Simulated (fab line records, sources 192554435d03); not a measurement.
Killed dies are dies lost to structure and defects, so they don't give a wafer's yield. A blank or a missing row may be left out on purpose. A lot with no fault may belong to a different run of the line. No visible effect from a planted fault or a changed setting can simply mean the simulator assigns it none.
fab line records	flow n5-finfet
record lots=14	wafers=42	last-day=17
route steps=1938 shown BEOL_M15@1804 MIM_TOP@1836 MIM_TOP_LITHO@1844
lots with no fault: from the same line, run without faults
start-h: start of the lot's first displayed wafer, in hours after the record's first day	wait-h: hours elapsed since this lot's preceding step	" unchanged from the row above	L1.1+2: several wafers, shown together as one row	- no value, or no start was given	* or withheld: withheld	< > ~ a bound
route shown NAME@n: names a module that has steps shown in the file, with the first one's number in the route	usual: mean/standard deviation of fault-free wafers	same: alike in all rows	chamber/n: place in a boat	sites: each site's reading	_std_site: standard deviation of those values	_edge_site: mean of outer sites minus mean of inner sites	radius-mm: for every site, how far away it sits from the centre of the wafer	mask NAME#n: copy n	behind: tool/chamber where the wafer was last shaped	hold: the reason the lot was held/the length of the hold in hours/how it ended	device: which transistor (n, p or np) failed to switch	end of line: the same wafers' tests at the end of the route	step lacking rows: just its recipe	killed: not the wafer's yield, but the dies lost to structure and defects at the first sort	map: dies across one wafer; x = killed, . = not, _ = none there
set.NAME: the setting the step ran with; set.NAME@STEP: the setting that earlier step ran with	model.NAME: the simulator's own value behind a step, which no gauge read
a sample of lots followed through the steps of the route, with each step as a table and each wafer as a row
services: when a tool's chamber went out of use (start-h, in hours from the record's first day, below 0 if earlier), for how many hours, and the reason
## steps
# step N5_BEOL_M15_CD_MEAS_28
# recipe target-cd-nm=407.6	landing-energy-ev=500	detector=se-inlens
# usual cd-nm=408.4/2
lot.wafer	tool	chamber	start-h	wait-h	cd-nm
L138.1	cd-sem-01	0	253.51	-	409.2
L138.4	"	0	"	"	407.2
L138.6	"	0	"	"	407.7
L137.1	cd-sem-02	0	253.93	-	406.8
L137.3	"	0	"	"	406.1
L137.5	"	0	"	"	406.4
L141.1	cd-sem-02	0	263.35	-	406.0
L141.2	"	0	"	"	409.2
L141.5	"	0	"	"	410.9
L139.2	cd-sem-01	0	264.28	-	409.2
L139.5	"	0	"	"	410.7
L139.6	"	0	"	"	408.8
L144.1	cd-sem-01	0	293.70	-	406.1
L144.3	"	0	"	"	407.8
L144.6	"	0	"	"	408.2
L146.2	cd-sem-02	0	310.42	-	407.4
L146.5	"	0	"	"	407.5
L146.6	"	0	"	"	409.1
L145.1	cd-sem-02	0	315.96	-	409.4
L145.2	"	0	"	"	406.9
L145.3	"	0	"	"	407.9
L147.1	cd-sem-03	0	316.61	-	408.9
L147.4	"	0	"	"	410.9
L147.5	"	0	"	"	412.1
L148.2	cd-sem-03	0	316.84	-	408.1
L148.4	"	0	"	"	410.6
L148.6	"	0	"	"	408.2
L149.1	cd-sem-01	0	335.31	-	411.8
L149.3	"	0	"	"	410.4
L149.5	"	0	"	"	410.3
L151.2	cd-sem-03	0	346.94	-	408.1
L151.3	"	0	"	"	408.9
L151.5	"	0	"	"	407.1
L153.3	cd-sem-01	0	347.38	-	409.3
L153.4	"	0	"	"	410.1
L153.6	"	0	"	"	408.1
L158.1	cd-sem-03	0	375.52	-	407.6
L158.2	"	0	"	"	406.0
L158.6	"	0	"	"	410.1
L159.1	cd-sem-03	0	386.24	-	410.8
L159.3	"	0	"	"	408.2
L159.5	"	0	"	"	406.5
# step N5_BEOL_M15_THK_MEAS_50
# recipe thk-meas-gauge=xrf	reads=Cu_of_BEOL_M15_ECD_47
# usual M15_THK=866/14
lot.wafer	tool	chamber	start-h	wait-h	M15_THK[nm]
L138.1	film-metro-01	-	256.48	-	866
L138.4	"	-	"	"	857
L138.6	"	-	"	"	869
L137.1	film-metro-01	-	257.44	-	844
L137.3	"	-	"	"	887
L137.5	"	-	"	"	877
L141.1	film-metro-02	-	267.53	-	859
L141.2	"	-	"	"	850
L141.5	"	-	"	"	852
L139.2	film-metro-01	-	268.07	-	875
L139.5	"	-	"	"	875
L139.6	"	-	"	"	856
L144.1	film-metro-01	-	301.61	-	865
L144.3	"	-	"	"	902
L144.6	"	-	"	"	897
L146.2	film-metro-01	-	314.00	-	881
L146.5	"	-	"	"	881
L146.6	"	-	"	"	873
L145.1	film-metro-02	-	318.39	-	867
L145.2	"	-	"	"	871
L145.3	"	-	"	"	850
L147.1	film-metro-01	-	318.71	-	874
L147.4	"	-	"	"	877
L147.5	"	-	"	"	879
L148.2	film-metro-02	-	319.09	-	861
L148.4	"	-	"	"	871
L148.6	"	-	"	"	856
L149.1	film-metro-02	-	340.44	-	876
L149.3	"	-	"	"	883
L149.5	"	-	"	"	886
L151.2	film-metro-01	-	350.25	-	852
L151.3	"	-	"	"	853
L151.5	"	-	"	"	868
L153.3	film-metro-02	-	352.07	-	870
L153.4	"	-	"	"	860
L153.6	"	-	"	"	853
L158.1	film-metro-02	-	377.77	-	876
L158.2	"	-	"	"	868
L158.6	"	-	"	"	857
L159.1	film-metro-01	-	388.91	-	891
L159.3	"	-	"	"	883
L159.5	"	-	"	"	895
# step N5_MIM_TOP_ALD_02
# recipe material=Al2O3	target-thk-a=*	temp-c=withheld	ald-precursor-family=TMA	ald-co-reactant=O3	pulse-time-s=withheld	purge-time-s=3	co-reactant-purge-time-s=withheld	co-reactant-pulse-time-s=3	ald-cycles=withheld
# usual precursor-pulse-height-rel=1.001/0.021
lot.wafer	tool	chamber	start-h	wait-h	precursor-pulse-height-rel
L138.1	ald-hk-02	2	-	-	1.002
L138.4	"	1	"	"	1.051
L138.6	"	3	"	"	1.007
L137.1	ald-hk-01	0	-	-	1.020
L137.3	"	2	"	"	0.990
L137.5	"	2	"	"	0.999
L141.1	ald-hk-01	0	-	-	0.998
L141.2	"	2	"	"	1.004
L141.5	"	3	"	"	1.015
L139.2	ald-hk-03	2	-	-	0.961
L139.5	"	0	"	"	0.990
L139.6	"	1	"	"	0.976
L144.1	ald-hk-02	3	-	-	0.994
L144.3	"	2	"	"	0.966
L144.6	"	2	"	"	0.994
L146.2	ald-hk-02	3	-	-	1.019
L146.5	"	3	"	"	1.025
L146.6	"	2	"	"	0.977
L145.1	ald-hk-02	3	-	-	1.035
L145.2	"	0	"	"	0.975
L145.3	"	1	"	"	1.011
L147.1	ald-hk-01	1	-	-	0.989
L147.4	"	3	"	"	1.032
L147.5	"	2	"	"	0.970
L148.2	ald-hk-03	1	-	-	1.007
L148.4	"	2	"	"	0.994
L148.6	"	2	"	"	1.023
L149.1	ald-hk-02	0	-	-	1.010
L149.3	"	1	"	"	1.027
L149.5	"	0	"	"	1.029
L151.2	ald-hk-02	3	-	-	1.029
L151.3	"	2	"	"	0.981
L151.5	"	3	"	"	0.955
L153.3	ald-hk-03	3	-	-	1.030
L153.4	"	1	"	"	0.991
L153.6	"	1	"	"	0.988
L158.1	ald-hk-01	1	-	-	0.995
L158.2	"	0	"	"	0.975
L158.6	"	1	"	"	0.993
L159.1	ald-hk-03	3	-	-	1.010
L159.3	"	1	"	"	1.020
L159.5	"	3	"	"	0.993
# step N5_MIM_TOP_LITHO_PEB_06
# recipe peb-temp-c=withheld	peb-time-s=*
# usual chill-plate-temp-C=*	exhaust-pa=44.9/0.94
lot.wafer	tool	chamber	start-h	wait-h	chill-plate-temp-C	exhaust-pa
L138.1	litho-track-05	0	262.80	0.1	*	43.4
L138.4	"	0	"	"	*	44.2
L138.6	"	0	"	"	*	44.7
L137.1	litho-track-01	0	263.04	0.1	*	43.1
L137.3	"	0	"	"	*	44.6
L137.5	"	0	"	"	*	44.5
L141.1	litho-track-05	0	271.23	0.1	*	44.8
L141.2	"	0	"	"	*	45.3
L141.5	"	0	"	"	*	44.9
L139.2	litho-track-04	0	273.35	0.0	*	43.9
L139.5	"	0	"	"	*	45.4
L139.6	"	0	"	"	*	44.7
L144.1	litho-track-05	0	306.27	0.1	*	45.1
L144.3	"	0	"	"	*	45.6
L144.6	"	0	"	"	*	46.4
L146.2	litho-track-05	0	317.62	0.0	*	45.6
L146.5	"	0	"	"	*	43.8
L146.6	"	0	"	"	*	45.2
L145.1	litho-track-01	0	320.99	0.1	*	45.2
L145.2	"	0	"	"	*	46.5
L145.3	"	0	"	"	*	45.6
L147.1	litho-track-01	0	321.67	0.1	*	45.1
L147.4	"	0	"	"	*	46.3
L147.5	"	0	"	"	*	44.9
L148.2	litho-track-04	0	321.87	0.0	*	46.3
L148.4	"	0	"	"	*	44.9
L148.6	"	0	"	"	*	46.0
L149.1	litho-track-01	0	343.97	0.1	*	45.2
L149.3	"	0	"	"	*	43.9
L149.5	"	0	"	"	*	44.0
L151.2	litho-track-04	-	354.73	0.0	-	-
L151.3	"	-	"	"	-	-
L151.5	"	-	"	"	-	-
L153.3	litho-track-01	-	354.77	0.0	-	-
L153.4	"	-	"	"	-	-
L153.6	"	-	"	"	-	-
L158.1	litho-track-01	0	381.95	0.1	*	45.4
L158.2	"	0	"	"	*	45.7
L158.6	"	0	"	"	*	46.4
L159.1	litho-track-05	0	392.61	0.1	*	45.7
L159.3	"	0	"	"	*	45.2
L159.5	"	0	"	"	*	45.5
## services
tool	chamber	start-h	hours	kind
litho-track-05	-	250.21	-	consumable-replace:filter
ald-hk-01	-	272.55	1.6	repair
ald-hk-01	-	303.15	6.0	pm
ald-hk-02	-	361.58	2.8	pm
ald-hk-02	-	365.57	2.5	repair
litho-track-04	-	385.89	-	consumable-replace:filter
## key
first-sign step=N5_MIM_TOP_LITHO_PEB_06	reading=tool-record	direction=missing
effect none on later readings
met-at N5_MIM_TOP_LITHO_PEB_06
struck-lots L151,L153
later-rows-left-out L151.2,L151.3,L151.5,L153.3,L153.4,L153.6
sort-left-out L151.2,L151.3,L151.5,L153.3,L153.4,L153.6
not-acting-at N5_BEOL_M15_CD_MEAS_28,N5_BEOL_M15_THK_MEAS_50,N5_MIM_TOP_ALD_02
onset-between 343.97 354.73
fault kind=skipped-step-whole	tool=litho-track-01,litho-track-04	chamber=-	onset-h=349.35	steps=N5_MIM_TOP_LITHO_PEB_06	scope=struck-lots-only
# sort-left-out: the simulated sort isn't trusted on such a fault, so these wafers' sort isn't shown, and their yield isn't known
# later-rows-left-out: the simulator's readings of these wafers behind a module that went badly wrong aren't trusted and aren't shown, but for the sort
